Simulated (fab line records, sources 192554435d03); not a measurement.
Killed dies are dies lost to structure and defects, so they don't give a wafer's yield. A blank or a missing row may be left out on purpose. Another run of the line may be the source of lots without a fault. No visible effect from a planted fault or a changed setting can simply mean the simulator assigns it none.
Comparing a struck lot with a sound one / flow n5Finfet / 42 out of 1938 route steps
Sound: these wafers, L814.3, L814.4, L814.6. Struck: wafer L810.4. (L810.2 of the same lot was not struck and is left out.) The cause comes at the end.
Each step with rows lists, per side, the tool, then ch with its chambers, then its first start. Under that, the readings that differ: sound wafers / struck wafers / difference of the means / sigmas: that difference in standard deviations of wafers without a fault.
alike: readings whose means differ by less than 2 such deviations, and words and numbers that are the same on both sides. not compared: withheld readings, readings that some wafer has no value for, bounds like >300 that may hide the same value, and numbers for which the record gives no deviation and whose values overlap.
A row with sigmas, a row that says differs or no value, or rows on one side alone: a step with any of these is where the two part. Non-overlapping numbers with no deviation appear without sigmas and do not part them. A reading that every wafer of one side lacks parts them only if that side has two wafers or more.

first, 12 steps without rows for these wafers: N5_SD_EPI_N_STRIP_36 (strips in N2/H2); N5_SD_EPI_N_ETCHBACK_44 (etches SiNx in CH3F/O2, stops on SiO2, target depth 14.5 nm); N5_SD_EPI_N_ETCH_45 (etches SiOCN in CH3F/O2, target depth 6 nm); N5_SD_EPI_N_ETCH_16 (etches SiO2 in CHF3/O2, target depth 5 nm); N5_SD_EPI_N_STRIP_47 (strips in CHF3/O2); N5_SD_EPI_N_SD_RECESS_17 (chemistry HBr/Cl2/O2, target depth 41 nm, time 23.7 s, bt time 3 s); N5_SD_EPI_N_STRIP_38 (strips in N2/H2); N5_SD_EPI_N_WET_ETCH_43 (etches SiO2 in dHF, time 14 s, target depth 1.5 nm); N5_SD_EPI_N_STRIP_18 (strips in SPM, time 750 s); N5_SD_EPI_N_SRD_20 (time 30 s); N5_SD_EPI_N_PRECLEAN_48 (cleans in NF3:NH3, afs cycles 2, time 20 s, sublimation time 60 s); N5_SD_EPI_N_VAPOR_ETCH_50 (etches Si in HCl, time 54 s).
N5_SD_EPI_N_EPI_21: deposits Si:P, time 690 s.
  sound on epiRpcvd-01 ch 0, day 8 01:34; struck on epiRpcvd-04 ch 0, day 7 05:37
reading=epiGrowthTimeS (s); sound=690 690 690; struck=426.07; difference=-263.93; sigmas=
reading=model.Si-P_of_SD_EPI_N_EPI_21.thkNm (nm); sound=58.6 58.2 58.6; struck=39.2; difference=-19.3; sigmas=
  alike: susceptor_temp_C_max
N5_SD_EPI_N_EPI_MEAS_23:
  sound on filmMetro-02, day 8 02:44; struck on filmMetro-01, day 7 07:04
reading=thkNm (nm); sound=58.3 56.4 56.8; struck=39.9; difference=-17.3; sigmas=-16
then, 24 steps without rows for these wafers: N5_SD_EPI_N_PRECLEAN_24 (cleans in O3/DIW, time 60 s); N5_SD_EPI_N_SRD_25 (time 30 s); N5_SD_EPI_N_PRECLEAN_49 (cleans in NF3:NH3, afs cycles 1, time 20 s, sublimation time 60 s); N5_SD_EPI_N_LINER_46 (material SiNx, target thk 3 nm); N5_SD_EPI_P_COAT_34 (time 60 s, resist thk 350 nm); N5_SD_EPI_P_COAT_35 (time 60 s, resist thk 35 nm); N5_SD_EPI_P_COAT_03 (resist thk 150 nm); N5_SD_EPI_P_EBR_05; N5_SD_EPI_P_SOFTBAKE_04 (time 60 s); N5_SD_EPI_P_EXPOSE_06 (exposes mask SD P BLK, target cd 240 nm); N5_SD_EPI_P_PEB_07 (peb time 60 s); N5_SD_EPI_P_DEVELOP_08 (develop time 30 s); N5_SD_EPI_P_DESCUM_14 (chemistry O2, time 7.9 s); N5_SD_EPI_P_ETCH_36 (etches SiARC in CF4, target depth 45.5 nm, time 75.8 s); N5_SD_EPI_P_ETCH_37 (etches SOC in N2/H2, overetch 108 nm, time 486 s); N5_SD_EPI_P_STRIP_38 (strips in N2/H2); N5_SD_EPI_P_ETCHBACK_46 (etches SiNx in CH3F/O2, stops on SiO2, target depth 17.5 nm); N5_SD_EPI_P_ETCH_47 (etches SiOCN in CH3F/O2, target depth 25 nm); N5_SD_EPI_P_ETCH_16 (etches SiO2 in CHF3/O2, target depth 5 nm); N5_SD_EPI_P_STRIP_50 (strips in CHF3/O2); N5_SD_EPI_P_SD_RECESS_17 (chemistry HBr/Cl2/O2, target depth 39.1 nm, bt time 3 s); N5_SD_EPI_P_WET_ETCH_45 (etches SiO2 in dHF, time 10.7 s, target depth 2 nm, rinse time 30 s); N5_SD_EPI_P_STRIP_40 (strips in N2/H2); N5_SD_EPI_P_PRECLEAN_52 (cleans in O3/DIW, time 60 s).
N5_SD_EPI_P_PRECLEAN_24: cleans in O3/DIW, time 45 s.
  sound on wetBench-04 ch 0,3,7, day 8 07:25; struck on wetBench-01 ch 5, day 7 11:49
reading=model.Si-P_of_SD_EPI_N_EPI_21.thkNm (nm); sound=57.6 57.4 57.8; struck=38.8; difference=-18.8; sigmas=
N5_SD_ACTIVATION_RS_MEAS_03: uses a four-point probe to measure.
  sound on filmMetro-02, day 8 07:58; struck on filmMetro-01, day 7 12:20
reading=RS_SD_N (ohm/sq); sound=22.07 22.21 22.17; struck=33.08; difference=+10.93; sigmas=+39
  alike: RS_SD_P
-- a jump in the record: the struck wafers' starts before and after are 6 days apart (it breaks off in module SD_ACTIVATION and resumes in module BEOL_M4, where the first step shown is number 1111 of the route) --
N5_BEOL_M4_RC_MEAS_101:
  sound on prober-02 ch 0, day 14 17:16; struck on prober-01 ch 0, day 13 14:06
reading=DIBL_N (mV/V); sound=34.8 36.7 36.1; struck=39.2; difference=+3.3; sigmas=+2
reading=DIBL_P (mV/V); sound=33.4 35.4 34.2; struck=39.0; difference=+4.7; sigmas=+2
reading=REXT_N (ohm.um); sound=76.3 75.7 74.2; struck=88.7; difference=+13.3; sigmas=+8
reading=RS_SD_N (ohm/sq); sound=28.8 28.9 28.7; struck=42.5; difference=+13.7; sigmas=+38
reading=SS_N (mV/dec); sound=71.4 71.2 71.7; struck=72.6; difference=+1.2; sigmas=+2
  alike: IOFF_N, IOFF_P, ION_N, ION_P, SS_P, VT_N, VT_P
N5_PASSIVATION_PROBE_49:
  the record has rows for the sound wafers here (prober-02, day 19 07:21) and none for the struck ones

## WHERE THEY PART
Earliest at N5_SD_EPI_N_EPI_MEAS_23; latest, in this record, at N5_PASSIVATION_PROBE_49.

WHY: what the simulator had put in
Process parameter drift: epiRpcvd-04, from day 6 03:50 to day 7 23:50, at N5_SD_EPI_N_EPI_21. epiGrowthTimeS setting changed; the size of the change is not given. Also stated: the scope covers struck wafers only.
